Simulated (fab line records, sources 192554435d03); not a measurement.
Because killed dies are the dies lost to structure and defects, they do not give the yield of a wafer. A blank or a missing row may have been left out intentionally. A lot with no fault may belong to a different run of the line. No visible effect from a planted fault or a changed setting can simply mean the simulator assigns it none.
Chamber matching | flow n5_finfet | N5_HKMG_FIN_STRIP_93 on rie_diel-02 has 4 sister chambers
The step strips SOC in N2/H2, time 20 s. 4 wafers are shown with their chamber, then 9 later ones without.

## WAFERS WITH THEIR CHAMBER
wafer  | chamber | throttle_valve_pct (%)
L077.3 | 3       | 19.3
L084.6 | 2       | 18.2
L088.5 | 1       | 18.8
L088.6 | 0       | 18.9

## WAFERS WITH NO CHAMBER GIVEN
wafer  | throttle_valve_pct (%)
L089.1 | 18.9
L089.2 | 18.8
L089.6 | 18.9
L093.2 | 18.9
L093.5 | 18.8
L093.6 | 18.9
L097.2 | 18.3
L097.4 | 19.0
L097.5 | 19.0

## THE CHAMBER EACH PASSED THROUGH
wafer  | from the rows above     | in truth
L089.1 | can't be placed: 0 or 1 | 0
L089.2 | can't be placed: 1 or 0 | 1
L089.6 | can't be placed: 0 or 1 | 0
L093.2 | can't be placed: 0 or 1 | 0
L093.5 | can't be placed: 1 or 0 | 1
L093.6 | can't be placed: 0 or 1 | 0
L097.2 | 2                       | 2
L097.4 | can't be placed: 0 or 1 | 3
L097.5 | can't be placed: 0 or 1 | 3
1 of 9 placed correctly. These rows do not allow placing 8 (true chamber among the candidates in 6). Number placed wrongly: 0.
How it was worked out, from the rows above alone: a wafer's distance from a chamber is the root of the sum, over the readings, of the square of ((its reading less the chamber's mean) divided by the reading's scatter). If the next closest chamber is less than 2 further off than the closest, the wafer can't be placed; otherwise it belongs to the closest. A chamber's mean is the mean of its shown wafers. The scatter: with one shown wafer a chamber, the root of the mean of the squares of how far each hidden wafer lies from its nearest shown one.
